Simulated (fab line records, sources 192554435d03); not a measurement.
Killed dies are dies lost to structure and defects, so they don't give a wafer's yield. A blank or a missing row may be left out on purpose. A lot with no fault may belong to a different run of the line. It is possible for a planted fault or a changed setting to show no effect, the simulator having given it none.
Split-lot study | flow n5 finfet | on a route of 1938 steps: 7 lots, 39 wafers read

== SPLIT DETAILS ==
At N5_GATE_CUT_ETCH_58 (etches SiNx in CH3F/O2, target depth 17 nm, time 128.6 s), the setting target depth a was moved away from the recipe's 170 angstrom on 12 of the 39 wafers read, by -8.9% to -4.1%. The other wafers ran this setting at the recipe's value.

The reading is taken at the split's own step.

== THE READING ==
etch.depth nm (the simulator's own value, which no gauge read), in nm, at N5_GATE_CUT_ETCH_58 (etches SiNx in CH3F/O2, target depth 17 nm, time 128.6 s). No usual value for it is given in the file. Average 16.95 nm, standard deviation 0.28 nm, over the 27 wafers here run with the recipe.

wafer  | tool, chamber at the split | target depth a as run, angstrom | against the recipe | etch.depth nm, nm | against lot-mates on the recipe
L076.1 | rie diel-02, 1             | 170                             | recipe             | 16.85             | -
L076.2 | rie diel-02, 3             | 170                             | recipe             | 16.26             | -
L076.3 | rie diel-02, 0             | 170                             | recipe             | 16.72             | -
L076.4 | rie diel-02, 2             | 170                             | recipe             | 16.87             | -
L076.5 | rie diel-02, 1             | 170                             | recipe             | 16.76             | -
L076.6 | rie diel-02, 0             | 170                             | recipe             | 16.82             | -
L081.1 | rie diel-02, 1             | 154.8                           | -8.9%              | 15.39             | -1.34
L081.2 | rie diel-02, 2             | 170                             | recipe             | 16.89             | -
L081.3 | rie diel-02, 0             | 154.8                           | -8.9%              | 15.26             | -1.47
L081.4 | rie diel-02, 3             | 170                             | recipe             | 16.43             | -
L081.5 | rie diel-02, 2             | 170                             | recipe             | 16.88             | -
L081.6 | rie diel-02, 1             | 154.8                           | -8.9%              | 15.42             | -1.31
L083.1 | rie diel-02, 3             | 157.6                           | -7.3%              | 15.25             | -1.63
L083.2 | rie diel-02, 0             | 170                             | recipe             | 16.71             | -
L083.3 | rie diel-02, 1             | 170                             | recipe             | 16.89             | -
L083.4 | rie diel-02, 2             | 157.6                           | -7.3%              | 15.73             | -1.15
L083.5 | rie diel-02, 2             | 157.6                           | -7.3%              | 15.77             | -1.11
L083.6 | rie diel-02, 1             | 170                             | recipe             | 17.03             | -
L087.1 | rie diel-04, 2             | 170                             | recipe             | 17.44             | -
L087.2 | rie diel-04, 3             | 170                             | recipe             | 17.08             | -
L087.5 | rie diel-04, 3             | 170                             | recipe             | 17.08             | -
L087.3 | rie diel-04, 1             | 170                             | recipe             | 17.57             | -
L087.4 | rie diel-04, 0             | 170                             | recipe             | 17.09             | -
L087.6 | rie diel-04, 0             | 170                             | recipe             | 17.2              | -
L088.1 | rie diel-02, 1             | 170                             | recipe             | 16.82             | -
L088.2 | rie diel-02, 0             | 163.1                           | -4.1%              | 16.12             | -0.72
L088.3 | rie diel-02, 3             | 163.1                           | -4.1%              | 15.69             | -1.15
L088.4 | rie diel-02, 2             | 170                             | recipe             | 16.96             | -
L088.5 | rie diel-02, 0             | 170                             | recipe             | 16.74             | -
L088.6 | rie diel-02, 3             | 163.1                           | -4.1%              | 15.77             | -1.07
L092.4 | rie diel-04, 0             | 170                             | recipe             | 16.93             | -
L092.5 | rie diel-04, 0             | 170                             | recipe             | 17.03             | -
L092.6 | rie diel-04, 1             | 170                             | recipe             | 17.45             | -
L093.1 | rie diel-06, 1             | 160.9                           | -5.4%              | 15.82             | -1.27
L093.2 | rie diel-06, 0             | 160.9                           | -5.4%              | 15.95             | -1.14
L093.3 | rie diel-06, 3             | 170                             | recipe             | 17                | -
L093.4 | rie diel-06, 2             | 170                             | recipe             | 17.29             | -
L093.5 | rie diel-06, 2             | 160.9                           | -5.4%              | 16.33             | -0.76
L093.6 | rie diel-06, 3             | 170                             | recipe             | 16.97             | -

THE FIT
A straight line over all 39 wafers: etch.depth nm changes by +0.187 nm for each +1% of target depth a; r = +0.91; the points scatter about the line by 0.28 nm.
The same after taking each lot's own level away (the mean of its wafers on the recipe; 39 wafers): +0.173 nm for each +1%; r = +0.93; scatter 0.21 nm.
That fit puts the effect of the largest move of target depth a on the reading at 1.5 nm.
Measured against the standard deviation above, the lots' own levels, which go from 16.713 to 17.243 nm, span 1.9 times it.
The two slopes are in agreement: the lot-to-lot level therefore moves the slope only a little.
Check: -1.61 nm against its lot-mates is what the line predicts for one of the wafers moved furthest among these (-8.9%) when that wafer is left out of the fit. It came out at -1.34 nm against them.

== ADDITIONAL SPLITS CARRIED BY THESE WAFERS ==
These wafers also went through other splits before the reading. Each is held against what the fit with the lots' levels taken away leaves over:
other split on the same wafers       | wafers away from the commonest value | r with etch.depth nm (lot level and that fit taken away)
N5_DUMMY_GATE_EXPOSE_12 dose mj      | 15                                   | -0.05
N5_DUMMY_GATE_ETCH_37 source w       | 18                                   | +0.19
N5_DUMMY_GATE_ETCH_31 target depth a | 15                                   | -0.07
N5_DUMMY_GATE_ETCH_42 bias w         | 15                                   | +0.16

== THE FILE'S OWN FIT ==
etch.depth nm changes by +0.176 nm for each +1% of target depth a, r = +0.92.
